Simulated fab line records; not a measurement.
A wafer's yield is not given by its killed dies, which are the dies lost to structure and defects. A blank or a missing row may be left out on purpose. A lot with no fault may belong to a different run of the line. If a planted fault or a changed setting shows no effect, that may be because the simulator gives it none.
Split-lot trial    flow n5 finfet    7 lots, 21 wafers read, on a route of 1938 steps

== SPLIT DETAILS ==
At N5_BEOL_M6_DESCUM_33 (chemistry O2, time 7 s), the setting time s was moved away from the recipe's 7 s on 9 of the 21 wafers read, by -8.8% to +22.1%. The other wafers ran this setting at the recipe's value.

The split's own step is where the reading is taken.

== THE READING ==
CAR-EUV_of_BEOL_M6_COAT_22.thk nm (the simulator's own value, which no gauge read), in nm, at N5_BEOL_M6_DESCUM_33 (chemistry O2, time 7 s). No usual value for it is given in the file. Across the 12 wafers here that went through the recipe, the average is 26.1 nm and the standard deviation 0.099 nm.

wafer   tool, chamber at the split  time s as run, s  against the recipe  CAR-EUV_of_BEOL_M6_COAT_22.thk nm, nm  against lot-mates on the recipe
L074.1  rie diel-01, 2              6.386             -8.8%               26.4                                   +0.4
L074.4  rie diel-01, 3,0            7                 recipe              26                                     -
L074.5  rie diel-01, 3,0            7                 recipe              26                                     -
L078.3  rie diel-06, 1,2,1          8.11              +15.9%              25.6                                   no lot-mate on the recipe
L078.4  rie diel-06, 1,2,1          8.11              +15.9%              25.6                                   no lot-mate on the recipe
L078.6  rie diel-06, 1,2,1          8.11              +15.9%              25.6                                   no lot-mate on the recipe
L082.3  rie diel-06, 1,0,2          7                 recipe              26.2                                   -
L082.4  rie diel-06, 1,0,2          7                 recipe              26.2                                   -
L082.5  rie diel-06, 1,0,2          7                 recipe              26.2                                   -
L086.2  rie diel-06, 0              7                 recipe              26.2                                   -
L086.4  rie diel-06, 2              7.816             +11.7%              25.8                                   -0.4
L086.5  rie diel-06, 3              7.816             +11.7%              25.6                                   -0.6
L087.4  rie diel-04, 3              7                 recipe              26                                     -
L087.5  rie diel-04, 0              8.21              +17.3%              25.6                                   -0.5
L087.6  rie diel-04, 2              7                 recipe              26.2                                   -
L093.1  rie diel-01, 1              7                 recipe              26                                     -
L093.3  rie diel-01, 2              7                 recipe              26.2                                   -
L093.5  rie diel-01, 2              7                 recipe              26.2                                   -
L095.3  rie diel-01, 0              8.547             +22.1%              25.2                                   -0.8
L095.5  rie diel-01, 0              8.547             +22.1%              25.2                                   -0.8
L095.6  rie diel-01, 3              7                 recipe              26                                     -
Where a row lists several chambers, the file gives one row for several wafers and doesn't say which wafer went through which chamber.

FIT RESULTS
A straight line over all 21 wafers: CAR-EUV_of_BEOL_M6_COAT_22.thk nm changes by -0.0364 nm for each +1% of time s; r = -0.96; the points scatter about the line by 0.099 nm.
The same after taking each lot's own level away (the mean of its wafers on the recipe; 18 wafers): -0.0367 nm for each +1%; r = -0.97; scatter 0.079 nm.
That fit puts the effect of the largest move of time s on the reading at 0.81 nm.
From 26.00 to 26.20 nm: that is the span of the lots' own levels, equal to 2.0 times the standard deviation above.
The two slopes are in agreement: the lot-to-lot level therefore moves the slope only a little.
Check: -0.807 nm against its lot-mates is what the line predicts for one of the wafers moved furthest among these (+22.1%) when that wafer is left out of the fit. It came out at -0.8 nm against them.

== OTHER SPLITS APPLIED TO THESE WAFERS ==
Note: prior to the reading, these wafers also went through further splits. Each is held against what the fit with the lots' levels taken away leaves over:
other split on the same wafers  wafers away from the commonest value  r with CAR-EUV_of_BEOL_M6_COAT_22.thk nm (lot level and that fit taken away)
N5_BEOL_M2_COAT_62 spin rpm     9                                     -0.16
N5_BEOL_M3_ETCH_64 time s       5                                     -0.13
N5_BEOL_M3_COAT_22 spin rpm     3                                     +0.00
N5_BEOL_M3_SPUTTER_90 time s    11                                    +0.27
N5_BEOL_M4_COAT_67 spin rpm     9                                     +0.06
N5_BEOL_M4_COAT_22 spin rpm     4                                     +0.14
N5_BEOL_M5_COAT_60 spin rpm     6                                     +0.08
N5_BEOL_M6_COAT_05 spin rpm     8                                     -0.28
N5_BEOL_M6_EXPOSE_08 dose mj    5                                     +0.35

== FILE'S OWN FIT ==
CAR-EUV_of_BEOL_M6_COAT_22.thk nm changes by -0.0357 nm for each +1% of time s, r = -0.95.
